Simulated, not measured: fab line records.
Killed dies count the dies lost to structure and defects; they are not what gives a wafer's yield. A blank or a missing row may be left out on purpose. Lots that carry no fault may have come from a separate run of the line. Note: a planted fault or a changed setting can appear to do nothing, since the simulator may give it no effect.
Matching of chambers    flow nand_harc    NHARC_P_CONTACT_CMP_01 on cmp-01 has 4 sister chambers
The step polishes SiO2, target thk 200 nm. 8 wafers are shown with their chamber, then 9 later ones without.

== WAFERS WITH THEIR CHAMBER ==
wafer   chamber  motor_current_A (A)
L080.2  3        11.7
L086.5  3        11.0
L086.6  2        12.5
L089.3  0        10.9
L089.5  0        10.6
L093.1  1        10.8
L093.3  2        12.0
L093.6  1        10.9

== WAFERS WHOSE CHAMBER IS MISSING ==
wafer   motor_current_A (A)
L096.1  12.2
L096.2  11.0
L096.3  10.5
L097.2  10.0
L097.4  11.8
L097.6  11.2
L097.1  12.1
L097.3  10.4
L097.5  10.3

== THE CHAMBER EACH PASSED THROUGH ==
wafer   from the rows above                in truth
L096.1  2                                  2
L096.2  can't be placed: 1 or 0 or 3       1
L096.3  can't be placed: 0 or 1 or 3       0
L097.2  can't be placed: 0 or 1 or 3       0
L097.4  can't be placed: 2 or 3 or 1 or 0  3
L097.6  can't be placed: 3 or 1 or 0       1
L097.1  can't be placed: 2 or 3            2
L097.3  can't be placed: 0 or 1 or 3       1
L097.5  can't be placed: 0 or 1 or 3       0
Correctly placed: 1 of 9. These rows do not allow placing 8 (true chamber among the candidates in 8). Number placed wrongly: 0.
How it was worked out, from the rows above alone: a wafer's distance from a chamber is the root of the sum, over the readings, of the square of ((its reading less the chamber's mean) divided by the reading's scatter). If the next closest chamber is less than 2 further off than the closest, the wafer can't be placed; otherwise it belongs to the closest. The mean given for a chamber averages the wafers shown for that chamber. How the scatter is found: for the shown wafers, subtract from each reading the mean of its chamber, square and add these, divide the total by (wafers less chambers), then take the root.
